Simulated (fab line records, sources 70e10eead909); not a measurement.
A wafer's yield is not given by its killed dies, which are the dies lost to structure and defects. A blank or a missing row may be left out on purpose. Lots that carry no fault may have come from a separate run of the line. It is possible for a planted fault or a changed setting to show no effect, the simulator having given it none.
A struck lot beside a sound one :: flow nand harc :: 15 steps out of a route of 1159
Sound: these wafers, L640.1, L640.2, L640.6. Struck: wafer L636.2 (L636.3, L636.5, from the same lot, were not struck and are left out); the cause is given at the end.
Per side, at each step with rows, come the tool, then ch with its chambers, and then its first start. Under that, the readings that differ: sound wafers :: struck wafers :: difference of the means :: sigmas: that difference in standard deviations of wafers without a fault.
alike: readings with means less than 2 such deviations apart, plus words and numbers identical on both sides. not compared: withheld readings, readings lacking a value on some wafer, bounds such as >300 that could conceal the same value, and numbers that have no deviation in the record and whose values overlap.
Wherever a step has rows on one side only, a row that says differs or no value, or a row with sigmas, the two part there. Numbers that have no deviation but don't overlap get no sigmas and don't part them. A reading that every wafer of one side lacks parts them only if that side has two wafers or more.

first, 8 steps without rows for these wafers: NHARC_P_M2_HMDS_02 (time 30 s); NHARC_P_M2_COAT_34 (time 65 s); NHARC_P_M2_COAT_03 (resist thk 90 nm); NHARC_P_M2_SOFTBAKE_04 (time 55 s); NHARC_P_M2_EBR_05; NHARC_P_M2_EXPOSE_06 (exposes mask P M2, target cd 170 nm); NHARC_P_M2_PEB_07 (peb time 65 s); NHARC_P_M2_DEVELOP_08 (develop time 35 s).
NHARC_P_M2_CD_MEAS_09: the cd target is 170 nm.
  sound on cd sem-01 ch 0, day 9 20:50; struck on cd sem-02 ch 0, day 8 23:20
reading: cd nm (nm)
sound: 170.7 170.4 170.1
struck: 169.2
difference: -1.2
sigmas: -2
NHARC_P_M2_OVL_MEAS_10: pitch 340 nm.
  struck on overlay-01, day 8 23:26; sound on overlay-01, day 9 20:56
reading: overlay x nm (nm)
sound: 1.0 1.3 0.6
struck: -0.8
difference: -1.8
sigmas: -2

reading: overlay y nm (nm)
sound: 1.1 0.3 1.5
struck: -1.4
difference: -2.4
sigmas: -3
NHARC_P_M2_INSPECT_11:
  struck on defect inspect-02, day 8 23:28; sound on defect inspect-01, day 9 20:58
  alike: raw defect count
NHARC_P_M2_DESCUM_14: chemistry O2, time 3 s.
  sound on rie diel-06 ch 0,1,2, day 9 21:05; struck on rie diel-02 ch 2, day 8 23:32
  alike: drypump motor current A, oes product au, rf vpp V, showerhead plenum p Torr, throttle valve pct
  not compared: rf hours counter h
NHARC_P_M2_ETCH_35: etches the open film in N2/H2, target depth 40 nm, overetch 12 nm, time 43.94 s.
  sound on rie diel-06 ch 0,1,2, day 9 21:09; struck on rie diel-02 ch 3, day 8 23:37
reading: drypump motor current A (A)
sound: 5.3 5.4 5.0
struck: 6.5
difference: +1.3
sigmas: +3

reading: oes product au (a.u.)
sound: 0.985 0.986 1.002
struck: 1.006
difference: +0.015
sigmas: +2

reading: run length s (s)
sound: 66.0 65.1 65.7
struck: 51.3
difference: -14.3
sigmas: -34
  alike: rf vpp V, showerhead plenum p Torr, throttle valve pct
  not compared: rf hours counter h
NHARC_P_M2_ETCH_15: etches the open film in C4F8/Ar, target depth 182.5 nm, time 91.2 s.
  sound: rie diel-06 ch 0,1,2; struck: rie diel-02 ch 0
reading: oes product au (a.u.)
sound: 0.929 0.932 0.929
struck: 0.991
difference: +0.061
sigmas: +3
  alike: rf vpp V, run length s
  not compared: rf hours counter h
-- the record jumps here: 13 days lie between the struck wafers' starts before and after (it left off in module P_M2 and takes up again in module END, whose first step shown is number 1159 of the route) --
NHARC_END_SORT_01:
  sound on prober-01 ch 0, day 23 13:38; struck on prober-01 ch 0, day 22 05:30
  alike: defect limited yield, killed at array, killed at other, killed at periphery, killed dies, killed open, killed short, sort_bin_2_pct, sort_bin_3_pct, sort_bin_4_pct, sort n pass, sort rim yield pct, sort yield pct

WHERE THEY PART
At NHARC_P_M2_CD_MEAS_09 first; at NHARC_P_M2_ETCH_15 last (within this record only). Later steps at which nothing parts them and some readings are alike: NHARC_END_SORT_01.

WHY: what had been put in by the simulator
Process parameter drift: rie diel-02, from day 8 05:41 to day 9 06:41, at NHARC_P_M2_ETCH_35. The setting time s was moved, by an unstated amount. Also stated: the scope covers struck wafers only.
